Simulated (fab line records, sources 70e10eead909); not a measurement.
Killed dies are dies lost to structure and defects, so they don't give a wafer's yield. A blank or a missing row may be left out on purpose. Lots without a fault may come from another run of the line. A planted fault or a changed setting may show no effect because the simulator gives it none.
One fault seen from 2 desks | flow nand_harc | each desk has only its own numbers; what lay behind them comes last

THE METROLOGY DESK
What the gauges read, lot by lot, whatever tool the lot ran on: means of the sampled wafers that have a number. A lot is out of limits, marked OUT, if its mean lies more than 4 standard deviations from the usual mean; the brackets give that distance.
Columns: A = thk_nm at NHARC_A_SOURCE_PLATE_THK_MEAS_06, usual 200.0 nm; B = thk_nm at NHARC_A_ONON_D1_THK_MEAS_08, usual 1003 nm; C = thk_nm at NHARC_A_ONON_D1_THK_MEAS_30, usual 1003 nm
lot  | first seen here | A     | B    | C
L419 | day 7 12:43     | 197.9 | 1009 | 1001
L420 | day 8 07:08     | 198.4 | 982  | 997
L421 | day 8 07:08     | 204.2 | 1010 | 1013
L422 | day 8 23:18     | 203.9 | 1007 | 1001
L423 | day 9 04:42     | 197.3 | 1007 | 1019
L425 | day 10 02:41    | 198.4 | 1002 | 996
L426 | day 10 14:32    | 201.1 | 998  | 1029
L427 | day 11 00:14    | 200.5 | 1010 | 986
L428 | day 11 05:24    | 201.4 | 1006 | 985
L429 | day 11 21:39    | 199.9 | 1030 | 1013
L433 | day 13 15:35    | 198.8 | 980  | 1062 (+4.9) OUT
L434 | day 14 15:03    | 201.3 | 993  | 1072 (+5.8) OUT
L440 | day 16 18:46    | 200.2 | 983  | 1011
L442 | day 17 03:24    | 199.8 | 996  | 985
This desk's finding: out of limits on L433, L434; first on L433, day 14 11:56 (thk_nm at NHARC_A_ONON_D1_THK_MEAS_30). In limits: L419, L420, L421, L422, L423, L425, L426, L427, L428, L429, L440, L442.

THE TOOL OWNER'S DESK: pecvd_onon-01
The tool's own readings at NHARC_A_ONON_D1_DEP_28 (target thk 1000 nm): means of the sampled wafers that have a number, for each lot that ran on this tool. A lot is out of limits, marked OUT, if its mean lies more than 4 standard deviations from the usual mean; the brackets give that distance.
Columns: A = n2_flow_sccm at NHARC_A_ONON_D1_DEP_28, usual 2749 sccm; B = sih4_flow_sccm at NHARC_A_ONON_D1_DEP_28, usual 210.1 sccm
lot  | first seen here | A    | B
L421 | day 8 20:04     | 2760 | 210.2
L422 | day 9 12:04     | 2747 | 210.3
L423 | day 9 20:43     | 2748 | 210.5
L425 | day 10 15:13    | 2736 | 210.9
L426 | day 11 03:10    | 2747 | 210.1
L428 | day 11 17:53    | 2756 | 209.5
L433 | day 14 11:25    | 2749 | 210.6
L434 | day 15 05:02    | 2759 | 211.0
This desk's finding: nothing out of limits on any of the 8 lots.

PUT TOGETHER
The metrology desk could have raised an alarm at day 14 11:56, on L433, L434.
The tool owner's desk saw nothing out of limits.
The tool owner's desk has L433, L434 on record, within its limits.
Of the lots named, all ran NHARC_A_ONON_D1_DEP_28 on pecvd_onon-01.

WHAT THE SIMULATOR HAD PUT IN
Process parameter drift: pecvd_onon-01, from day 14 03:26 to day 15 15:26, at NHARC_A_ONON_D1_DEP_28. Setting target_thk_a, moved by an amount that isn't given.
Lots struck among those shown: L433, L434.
Hours from the fault's start to each desk's first reading out of limits: the metrology desk, 8.
